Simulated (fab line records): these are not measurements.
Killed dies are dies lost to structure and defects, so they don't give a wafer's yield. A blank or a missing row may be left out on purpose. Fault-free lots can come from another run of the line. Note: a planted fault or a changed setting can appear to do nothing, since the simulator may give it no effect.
One fault seen from 3 desks    flow n5 finfet    numbers are kept per desk, each desk with only its own; the story behind them comes last

## TOOL OWNER'S DESK, rie diel-01
The tool's own readings at N5_BEOL_M2_VIA_ETCH_34 (etches the open film in C4F6/O2, target depth 69.4 nm, time 65.9 s): means of the sampled wafers that have a number, for each lot that ran on this tool. Any lot whose mean is over 4 standard deviations away from the usual mean is out of limits and marked OUT; that distance is given in the brackets. Of its 8 readings 7 are shown: those that lie furthest out on some lot.
Columns: A = bias w at N5_BEOL_M2_VIA_ETCH_34, usual 170.0 W; B = drypump motor current A at N5_BEOL_M2_VIA_ETCH_34, usual 5.6 A; C = oes_ar_750_au at N5_BEOL_M2_VIA_ETCH_34, usual 0.84 a.u.; D = oes_o_777_au at N5_BEOL_M2_VIA_ETCH_34, usual 0.84 a.u.; E = oes product au at N5_BEOL_M2_VIA_ETCH_34, usual 0.84 a.u.; F = rf vpp V at N5_BEOL_M2_VIA_ETCH_34, usual 668 V; G = showerhead plenum p Torr at N5_BEOL_M2_VIA_ETCH_34, usual 2.89 Torr
lot   first seen here  A      B    C     D     E     F    G
L611  day 8 03:22      169.8  5.7  0.86  0.86  0.87  668  2.89
L616  day 10 06:03     169.6  5.4  0.84  0.84  0.79  673  2.96
L619  day 10 10:10     169.9  5.7  0.84  0.84  0.71  668  2.88
This desk found nothing out of limits on any of the 3 lots.

## AT THE METROLOGY DESK
Means of the sampled wafers that have a number, per lot and without regard to the tool the lot ran on: this is what the gauges read. Any lot whose mean is over 4 standard deviations away from the usual mean is out of limits and marked OUT; that distance is given in the brackets. Of its 12 readings 7 are shown: those that lie furthest out on some lot.
Columns: A = DIBL_N at N5_BEOL_M4_RC_MEAS_101, usual 36.6 mV/V; B = DIBL_P at N5_BEOL_M4_RC_MEAS_101, usual 36.8 mV/V; C = IOFF_N at N5_BEOL_M4_RC_MEAS_101, usual 0.169 nA/um; D = IOFF_P at N5_BEOL_M4_RC_MEAS_101, usual 0.206 nA/um; E = ION_P at N5_BEOL_M4_RC_MEAS_101, usual 462 uA/um; F = SS_N at N5_BEOL_M4_RC_MEAS_101, usual 71.6 mV/dec; G = VT_P at N5_BEOL_M4_RC_MEAS_101, usual -251 mV
lot   first seen here  A     B     C      D      E    F     G
L609  day 7 08:47      36.7  37.6  0.155  0.207  465  71.2  -251
L611  day 7 18:10      37.4  38.6  0.175  0.226  468  71.8  -250
L616  day 9 04:33      35.6  35.9  0.153  0.197  461  71.7  -251
L619  day 10 04:34     36.9  36.3  0.162  0.203  463  71.6  -251
L624  day 11 20:28     38.2  38.3  0.208  0.224  464  72.4  -249
L627  day 12 12:49     34.9  36.4  0.155  0.168  454  71.0  -257
This desk found nothing out of limits on any of the 6 lots.

## THE DEFECT DESK
For each lot, the counts of the inspections along the route, averaged over the sampled wafers that have a number. Any lot whose mean is over 4 standard deviations away from the usual mean is out of limits and marked OUT; that distance is given in the brackets.
Columns: A = raw defect count at N5_BEOL_M2_INSPECT_30, usual 396
lot   first seen here  A
L609  day 7 08:53      399
L611  day 7 18:15      425
L616  day 9 04:38      384
L619  day 10 04:39     460
L624  day 11 20:34     359
L627  day 12 12:54     362
This desk found nothing out of limits on any of the 6 lots.

## ALL TOGETHER
The desk of the tool owner found nothing out of limits.
Nothing out of limits was seen by the metrology desk.
Nothing out of limits was seen by the defect desk.

## WHAT THE SIMULATOR HAD PUT IN
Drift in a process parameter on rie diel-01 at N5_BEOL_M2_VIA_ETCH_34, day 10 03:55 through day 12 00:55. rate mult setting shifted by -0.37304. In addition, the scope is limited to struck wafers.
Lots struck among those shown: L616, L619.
